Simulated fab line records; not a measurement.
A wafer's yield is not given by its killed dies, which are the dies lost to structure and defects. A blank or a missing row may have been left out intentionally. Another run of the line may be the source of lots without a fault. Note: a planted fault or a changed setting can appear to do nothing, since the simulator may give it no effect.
Lot-split experiment :: flow n5_finfet :: 7 lots, 21 wafers read, on a route of 1938 steps

## THE SPLIT ITSELF
At N5_BEOL_M14_COAT_58 (time 60 s, resist thk 89 nm), the setting spin_rpm was moved away from the recipe's 1500 rpm on 6 of the 21 wafers read, by -7.7% to +10.2%. For the rest of the wafers, this setting stayed at what the recipe calls for.

## FROM THE SPLIT TO THE READING: what the file shows between them, 3 steps
- N5_BEOL_M14_COAT_04: resist thk 800 nm
- N5_BEOL_M14_EBR_06
- N5_BEOL_M14_DESCUM_15: chemistry O2, time 7.9 s

## THE READING
etch.depth_nm (the simulator's own value, which no gauge read), in nm, at N5_BEOL_M14_ETCH_59 (etches BARC in N2/H2, target depth 89 nm, overetch 26.7 nm, time 67.9 s). The file gives no usual value for it. Average 89.09 nm, standard deviation 0.25 nm, over the 15 wafers here run with the recipe.

wafer: L076.2
tool, chamber at the split: litho_track-01, 0
spin_rpm as run, rpm: 1500
against the recipe: recipe
etch.depth_nm, nm: 88.94
against lot-mates on the recipe: -

wafer: L076.3
tool, chamber at the split: litho_track-01, 0
spin_rpm as run, rpm: 1500
against the recipe: recipe
etch.depth_nm, nm: 88.94
against lot-mates on the recipe: -

wafer: L076.4
tool, chamber at the split: litho_track-01, 0
spin_rpm as run, rpm: 1500
against the recipe: recipe
etch.depth_nm, nm: 89
against lot-mates on the recipe: -

wafer: L074.1
tool, chamber at the split: litho_track-03, 0
spin_rpm as run, rpm: 1653
against the recipe: +10.2%
etch.depth_nm, nm: 85.21
against lot-mates on the recipe: -4.23

wafer: L074.3
tool, chamber at the split: litho_track-03, 0
spin_rpm as run, rpm: 1500
against the recipe: recipe
etch.depth_nm, nm: 89.22
against lot-mates on the recipe: -

wafer: L074.6
tool, chamber at the split: litho_track-03, 0
spin_rpm as run, rpm: 1500
against the recipe: recipe
etch.depth_nm, nm: 89.66
against lot-mates on the recipe: -

wafer: L078.4
tool, chamber at the split: litho_track-03, 0
spin_rpm as run, rpm: 1639
against the recipe: +9.3%
etch.depth_nm, nm: 85.46
against lot-mates on the recipe: -3.69

wafer: L078.5
tool, chamber at the split: litho_track-03, 0
spin_rpm as run, rpm: 1639
against the recipe: +9.3%
etch.depth_nm, nm: 85.55
against lot-mates on the recipe: -3.60

wafer: L078.6
tool, chamber at the split: litho_track-03, 0
spin_rpm as run, rpm: 1500
against the recipe: recipe
etch.depth_nm, nm: 89.15
against lot-mates on the recipe: -

wafer: L082.2
tool, chamber at the split: litho_track-01, 0
spin_rpm as run, rpm: 1388
against the recipe: -7.5%
etch.depth_nm, nm: 92.19
against lot-mates on the recipe: +3.57

wafer: L082.4
tool, chamber at the split: litho_track-01, 0
spin_rpm as run, rpm: 1500
against the recipe: recipe
etch.depth_nm, nm: 88.62
against lot-mates on the recipe: -

wafer: L082.6
tool, chamber at the split: litho_track-01, 0
spin_rpm as run, rpm: 1388
against the recipe: -7.5%
etch.depth_nm, nm: 92.08
against lot-mates on the recipe: +3.46

wafer: L085.3
tool, chamber at the split: litho_track-01, 0
spin_rpm as run, rpm: 1500
against the recipe: recipe
etch.depth_nm, nm: 89.14
against lot-mates on the recipe: -

wafer: L085.4
tool, chamber at the split: litho_track-01, 0
spin_rpm as run, rpm: 1500
against the recipe: recipe
etch.depth_nm, nm: 89.13
against lot-mates on the recipe: -

wafer: L085.5
tool, chamber at the split: litho_track-01, 0
spin_rpm as run, rpm: 1500
against the recipe: recipe
etch.depth_nm, nm: 89.05
against lot-mates on the recipe: -

wafer: L084.2
tool, chamber at the split: litho_track-02, 0
spin_rpm as run, rpm: 1500
against the recipe: recipe
etch.depth_nm, nm: 88.77
against lot-mates on the recipe: -

wafer: L084.4
tool, chamber at the split: litho_track-02, 0
spin_rpm as run, rpm: 1500
against the recipe: recipe
etch.depth_nm, nm: 89.13
against lot-mates on the recipe: -

wafer: L084.6
tool, chamber at the split: litho_track-02, 0
spin_rpm as run, rpm: 1500
against the recipe: recipe
etch.depth_nm, nm: 88.94
against lot-mates on the recipe: -

wafer: L093.1
tool, chamber at the split: litho_track-02, 0
spin_rpm as run, rpm: 1500
against the recipe: recipe
etch.depth_nm, nm: 89.48
against lot-mates on the recipe: -

wafer: L093.4
tool, chamber at the split: litho_track-02, 0
spin_rpm as run, rpm: 1500
against the recipe: recipe
etch.depth_nm, nm: 89.25
against lot-mates on the recipe: -

wafer: L093.6
tool, chamber at the split: litho_track-02, 0
spin_rpm as run, rpm: 1385
against the recipe: -7.7%
etch.depth_nm, nm: 93.04
against lot-mates on the recipe: +3.67

FIT RESULTS
A straight line over all 21 wafers: etch.depth_nm changes by -0.409 nm for each +1% of spin_rpm; r = -0.99; the points scatter about the line by 0.3 nm.
The same after taking each lot's own level away (the mean of its wafers on the recipe; 21 wafers): -0.43 nm for each +1%; r = -1.00; scatter 0.18 nm.
The reading moves by 4.4 nm for the largest change in spin_rpm, on that fit.
From 88.620 to 89.440 nm: that is the span of the lots' own levels, equal to 3.3 times the standard deviation above.
Hence the lot-to-lot level has little effect on the slope; both slopes agree.
Check: -4.33 nm against its lot-mates is what the line predicts for one of the wafers moved furthest among these (+10.2%) when that wafer is left out of the fit. Against them it came out at -4.23 nm.

## THE OTHER SPLITS THESE WAFERS WENT THROUGH
Note: prior to the reading, these wafers also went through further splits. Each is held against what the fit with the lots' levels taken away leaves over:
other split on the same wafers: N5_BEOL_M13_CMP_49 down_force_psi
wafers away from the commonest value: 11
r with etch.depth_nm (lot level and that fit taken away): -0.21

## THE WHOLE CHAIN: every reading that the file lists as answering this split, in the file's order
step: N5_BEOL_M14_COAT_58
what it does: time 60 s, resist thk 89 nm
reading: BARC_of_BEOL_M14_COAT_58.thk_nm (the simulator's own value, which no gauge read)
change (the file's fit): -0.432 nm for each +1% of the setting
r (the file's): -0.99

step: N5_BEOL_M14_ETCH_59
what it does: etches BARC in N2/H2, target depth 89 nm, overetch 26.7 nm, time 67.9 s
reading: etch.depth_nm (the simulator's own value, which no gauge read)
change (the file's fit): -0.432 nm for each +1% of the setting
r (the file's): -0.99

## FILE'S OWN FIT
etch.depth_nm changes by -0.432 nm for each +1% of spin_rpm, r = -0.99.
